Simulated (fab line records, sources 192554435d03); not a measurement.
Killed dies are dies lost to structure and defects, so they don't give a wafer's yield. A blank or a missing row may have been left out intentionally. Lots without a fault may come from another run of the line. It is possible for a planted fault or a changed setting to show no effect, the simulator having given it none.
Chamber matching / flow n5-finfet / N5_BEOL_M0_TRENCH_ETCH_107 on rie-diel-05 has 4 sister chambers
The step etches SiOC in C4F6/O2, target depth 32.8 nm, time 16.4 s. 4 wafers are shown with their chamber, then 10 later ones without.

## WAFERS WITH THEIR CHAMBER
wafer=L081.2; chamber=0; showerhead-plenum-p-Torr (Torr)=2.74
wafer=L081.4; chamber=3; showerhead-plenum-p-Torr (Torr)=2.90
wafer=L083.3; chamber=2; showerhead-plenum-p-Torr (Torr)=3.01
wafer=L083.5; chamber=1; showerhead-plenum-p-Torr (Torr)=2.94

## WAFERS WITH NO CHAMBER GIVEN
wafer=L083.6; showerhead-plenum-p-Torr (Torr)=2.74
wafer=L085.3; showerhead-plenum-p-Torr (Torr)=2.74
wafer=L085.4; showerhead-plenum-p-Torr (Torr)=3.00
wafer=L085.5; showerhead-plenum-p-Torr (Torr)=2.90
wafer=L091.2; showerhead-plenum-p-Torr (Torr)=2.72
wafer=L091.4; showerhead-plenum-p-Torr (Torr)=2.99
wafer=L091.6; showerhead-plenum-p-Torr (Torr)=2.72
wafer=L097.1; showerhead-plenum-p-Torr (Torr)=2.72
wafer=L097.2; showerhead-plenum-p-Torr (Torr)=2.99
wafer=L097.3; showerhead-plenum-p-Torr (Torr)=2.89

## EACH ONE'S CHAMBER
wafer=L083.6; from the rows above=0; in truth=0
wafer=L085.3; from the rows above=0; in truth=0
wafer=L085.4; from the rows above=2; in truth=2
wafer=L085.5; from the rows above=3; in truth=3
wafer=L091.2; from the rows above=0; in truth=0
wafer=L091.4; from the rows above=2; in truth=2
wafer=L091.6; from the rows above=0; in truth=0
wafer=L097.1; from the rows above=0; in truth=0
wafer=L097.2; from the rows above=2; in truth=2
wafer=L097.3; from the rows above=3; in truth=3
Correctly placed: 10 of 10. From these rows, 0 cannot be placed. Number placed wrongly: 0.
How it was worked out, from the rows above alone: a wafer's distance from a chamber is the root of the sum, over the readings, of the square of ((its reading less the chamber's mean) divided by the reading's scatter). The wafer belongs to the nearest chamber; if the next one is less than 2 further off, it can't be placed. Each chamber's mean is taken over the wafers shown for it. The scatter (one wafer shown for each chamber): square how far every hidden wafer sits from the nearest shown wafer, average those squares and take the square root.
